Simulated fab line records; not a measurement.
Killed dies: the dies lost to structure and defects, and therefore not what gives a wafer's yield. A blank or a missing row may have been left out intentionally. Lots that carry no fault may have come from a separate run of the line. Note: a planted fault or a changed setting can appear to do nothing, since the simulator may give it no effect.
Which of the tools did it?	flow nand-harc	12 lots with 36 wafers sampled at 2 steps, on a route of 1302 steps

== WHAT THE GAUGES SHOWED, per wafer ==
NHARC_A_CONTACT_OVL_MEAS_43.
lot	measured	on	overlay-x-nm (nm)
L076	day 21 21:31	overlay-01	0.1 0.6 0.2
L077	day 22 22:16	overlay-02	0.6 0.1 0.0
L078	day 23 06:43	overlay-02	0.5 -0.4 0.3
L082	day 24 06:50	overlay-01	-0.1 0.2 0.1
L084	day 25 10:14	overlay-01	-0.2 -0.3 -0.4
L085	day 25 14:13	overlay-01	1.0 0.9 0.6
L087	day 26 20:28	overlay-02	-0.2 -0.1 -0.2
L088	day 27 12:55	overlay-02	0.7 0.4 0.7
L090	day 28 03:19	overlay-02	-0.2 -0.4 0.0
L093	day 29 03:46	overlay-01	-0.4 0.4 0.4
L095	day 30 09:46	overlay-02	-0.8 -0.4 -0.7
L097	day 31 06:25	overlay-02	-1.7 -2.1 -1.6

== TOOL THAT RAN EACH LOT (tool first, then ch and the chambers of the sampled wafers, then the start) ==
lot	NHARC_A_SGD_CUT_STRIP_28
L076	rie-diel-03 ch 0,2, day 21 21:31 or earlier
L077	rie-diel-03 ch 0,1,3, day 22 22:16 or earlier
L078	rie-diel-08 ch 1,2, day 23 06:43 or earlier
L082	rie-diel-03 ch 0,1,3, day 24 06:50 or earlier
L084	rie-diel-08 ch 0,1,2, day 25 10:14 or earlier
L085	rie-diel-09 ch 0,1,2, day 25 14:13 or earlier
L087	rie-diel-09 ch 0,1,3, day 26 20:28 or earlier
L088	rie-diel-09 ch 2,3, day 27 12:55 or earlier
L090	rie-diel-09 ch 1,2,3, day 28 03:19 or earlier
L093	rie-diel-08 ch 0,1,3, day 29 03:46 or earlier
L095	rie-diel-03 ch 1,2,3, day 30 09:46 or earlier
L097	rie-diel-03 ch 0,1,2, day 31 06:25 or earlier
- NHARC_A_SGD_CUT_STRIP_28: strips in O2, time 20 s.

== THE ANSWER, worked out from the rows above alone ==
Rule: what is usual is taken from the lots themselves. Put in order of their means at a reading, lots are off if they are a third of the lots or fewer, leave a main group of 4 or more, and stand apart from it by a gap of 3 or more times the standard deviation of the main group's means; of several such gaps the widest counts. A main group whose means are all the same, to the digits that the tables above print for the reading, isn't used. A lot without any number at a reading at which 4 lots or more have one is off too. Where the step has rows for the other lots, those lots are counted as sound.
None of the lots is off at any reading shown; this tells nothing.

== WHAT THE SIMULATOR HAD INSERTED ==
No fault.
